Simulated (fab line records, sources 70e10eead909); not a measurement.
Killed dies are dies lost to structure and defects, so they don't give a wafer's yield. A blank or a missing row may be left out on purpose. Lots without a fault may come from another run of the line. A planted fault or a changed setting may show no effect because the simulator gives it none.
Tool commonality check | flow nand_harc | 13 lots, 39 wafers sampled

WHY IT WAS OPENED
At NHARC_END_SORT_01 the reading killed_at_array is flagged on 3 of 13 lots. Wafers without a fault read 28, standard deviation 11.
Rule: a lot is flagged when every wafer of it that has a number lies more than 4 standard deviations from that mean, or none has a number. The other lots count as sound.

lot  | measured     | on        | killed_at_array, wafer by wafer | flag
L404 | day 19 19:25 | prober-01 | 23 24 19                        |
L406 | day 20 03:09 | prober-02 | 12 16 26                        |
L405 | day 20 03:12 | prober-01 | 22 19 21                        |
L407 | day 20 11:52 | prober-02 | 13 9 11                         |
L409 | day 20 19:28 | prober-01 | 16 20 15                        |
L411 | day 21 07:41 | prober-02 | 16 23 28                        |
L412 | day 21 20:15 | prober-02 | 674 674 676                     | FLAGGED
L414 | day 21 22:43 | prober-01 | 674 672 672                     | FLAGGED
L413 | day 22 02:26 | prober-02 | 674 675 675                     | FLAGGED
L423 | day 25 01:49 | prober-02 | 44 41 54                        |
L424 | day 25 10:22 | prober-02 | 43 42 39                        |
L422 | day 25 10:31 | prober-01 | 24 30 30                        |
L426 | day 25 18:10 | prober-02 | 32 36 30                        |
The numbers of the flagged lots are 674 on average: +646 against the usual, or +59 standard deviations.

WHICH TOOL RAN EACH LOT
The record holds 4 process steps before the reading, out of a route of 1159 steps. In each cell: the tool, then ch and the chambers that the sampled wafers went through, then the start.
lot  | flag    | NHARC_A_CONTACT_ETCH_114             | NHARC_A_CONTACT_ETCH_116             | NHARC_A_CONTACT_ETCH_117             | NHARC_A_CONTACT_ETCH_122
L404 |         | har_cap_etch-01 ch 0,1, day 16 22:55 | har_cap_etch-01 ch 0,1, day 16 23:10 | har_cap_etch-01 ch 0,1, day 16 23:17 | har_cap_etch-01 ch 0,1, day 16 23:53
L406 |         | har_cap_etch-02 ch 0,1, day 16 23:01 | har_cap_etch-02 ch 0,1, day 16 23:13 | har_cap_etch-02 ch 0,1, day 16 23:18 | har_cap_etch-02 ch 0,1, day 16 23:45
L405 |         | har_cap_etch-02 ch 0, day 17 02:35   | har_cap_etch-02 ch 0, day 17 02:46   | har_cap_etch-02 ch 0, day 17 02:52   | har_cap_etch-02 ch 0, day 17 03:19
L407 |         | har_cap_etch-01 ch 0,1, day 17 08:56 | har_cap_etch-01 ch 0,1, day 17 09:07 | har_cap_etch-01 ch 0,1, day 17 09:13 | har_cap_etch-01 ch 0,1, day 17 09:40
L409 |         | har_cap_etch-01 ch 0,1, day 17 13:11 | har_cap_etch-01 ch 0,1, day 17 13:22 | har_cap_etch-01 ch 0,1, day 17 13:27 | har_cap_etch-01 ch 0,1, day 17 13:55
L411 |         | har_cap_etch-01 ch 0,1, day 18 14:47 | har_cap_etch-01 ch 0,1, day 18 14:58 | har_cap_etch-01 ch 0,1, day 18 15:04 | har_cap_etch-01 ch 0,1, day 18 15:31
L412 | FLAGGED | har_cap_etch-02 ch 0,1, day 18 19:37 | har_cap_etch-02 ch 0,1, day 18 19:47 | har_cap_etch-02 ch 0,1, day 18 19:53 | har_cap_etch-02 ch 0,1, day 18 20:20
L414 | FLAGGED | har_cap_etch-03 ch 0,1, day 19 03:06 | har_cap_etch-03 ch 0,1, day 19 03:17 | har_cap_etch-03 ch 0,1, day 19 03:22 | har_cap_etch-03 ch 0,1, day 19 03:49
L413 | FLAGGED | har_cap_etch-01 ch 0,1, day 18 20:04 | har_cap_etch-01 ch 0,1, day 18 20:15 | har_cap_etch-01 ch 0,1, day 18 20:20 | har_cap_etch-01 ch 0,1, day 18 20:47
L423 |         | har_cap_etch-03 ch 0,1, day 21 20:35 | har_cap_etch-03 ch 0,1, day 21 20:46 | har_cap_etch-03 ch 0,1, day 21 20:51 | har_cap_etch-03 ch 0,1, day 21 21:19
L424 |         | har_cap_etch-01 ch 1, day 21 23:04   | har_cap_etch-01 ch 1, day 21 23:16   | har_cap_etch-01 ch 1, day 21 23:21   | har_cap_etch-01 ch 1, day 21 23:48
L422 |         | har_cap_etch-01 ch 0,1, day 22 04:51 | har_cap_etch-01 ch 0,1, day 22 05:02 | har_cap_etch-01 ch 0,1, day 22 05:07 | har_cap_etch-01 ch 0,1, day 22 05:35
L426 |         | har_cap_etch-01 ch 0,1, day 22 07:10 | har_cap_etch-01 ch 0,1, day 22 07:21 | har_cap_etch-01 ch 0,1, day 22 07:26 | har_cap_etch-01 ch 0,1, day 22 07:54
What these steps do:
- NHARC_A_CONTACT_ETCH_114: etches the open film in C4F8/O2/Ar, time 94 s, target depth 922 nm.
- NHARC_A_CONTACT_ETCH_116: etches the open film in C4F8/O2/Ar, time 94 s, target depth 922 nm.
- NHARC_A_CONTACT_ETCH_117: etches the open film in C4F8/O2/Ar, time 94 s, target depth 922 nm.
- NHARC_A_CONTACT_ETCH_122: etches the open film in C4F8/O2/Ar, time 95 s, target depth 930 nm.
- NHARC_END_SORT_01

FLAGGED OVER TOTAL, TOOL BY TOOL (the gauges that took the reading come last)
step                     | tool            | lots run | flagged | share of the flagged lots | sound lots run after its first flagged lot
NHARC_A_CONTACT_ETCH_114 | har_cap_etch-01 | 8        | 1       | some                      | 3 (L424,L422,L426)
NHARC_A_CONTACT_ETCH_114 | har_cap_etch-02 | 3        | 1       | some                      | 0
NHARC_A_CONTACT_ETCH_114 | har_cap_etch-03 | 2        | 1       | some                      | 1 (L423)
NHARC_A_CONTACT_ETCH_116 | har_cap_etch-01 | 8        | 1       | some                      | 3 (L424,L422,L426)
NHARC_A_CONTACT_ETCH_116 | har_cap_etch-02 | 3        | 1       | some                      | 0
NHARC_A_CONTACT_ETCH_116 | har_cap_etch-03 | 2        | 1       | some                      | 1 (L423)
NHARC_A_CONTACT_ETCH_117 | har_cap_etch-01 | 8        | 1       | some                      | 3 (L424,L422,L426)
NHARC_A_CONTACT_ETCH_117 | har_cap_etch-02 | 3        | 1       | some                      | 0
NHARC_A_CONTACT_ETCH_117 | har_cap_etch-03 | 2        | 1       | some                      | 1 (L423)
NHARC_A_CONTACT_ETCH_122 | har_cap_etch-01 | 8        | 1       | some                      | 3 (L424,L422,L426)
NHARC_A_CONTACT_ETCH_122 | har_cap_etch-02 | 3        | 1       | some                      | 0
NHARC_A_CONTACT_ETCH_122 | har_cap_etch-03 | 2        | 1       | some                      | 1 (L423)
NHARC_END_SORT_01        | prober-01       | 5        | 1       | some                      | 1 (L422)
NHARC_END_SORT_01        | prober-02       | 8        | 2       | some                      | 3 (L423,L424,L426)

WHAT THE TABLE ALLOWS
No row of the table ran every flagged lot.

WHAT THE SIMULATOR HAD PUT IN
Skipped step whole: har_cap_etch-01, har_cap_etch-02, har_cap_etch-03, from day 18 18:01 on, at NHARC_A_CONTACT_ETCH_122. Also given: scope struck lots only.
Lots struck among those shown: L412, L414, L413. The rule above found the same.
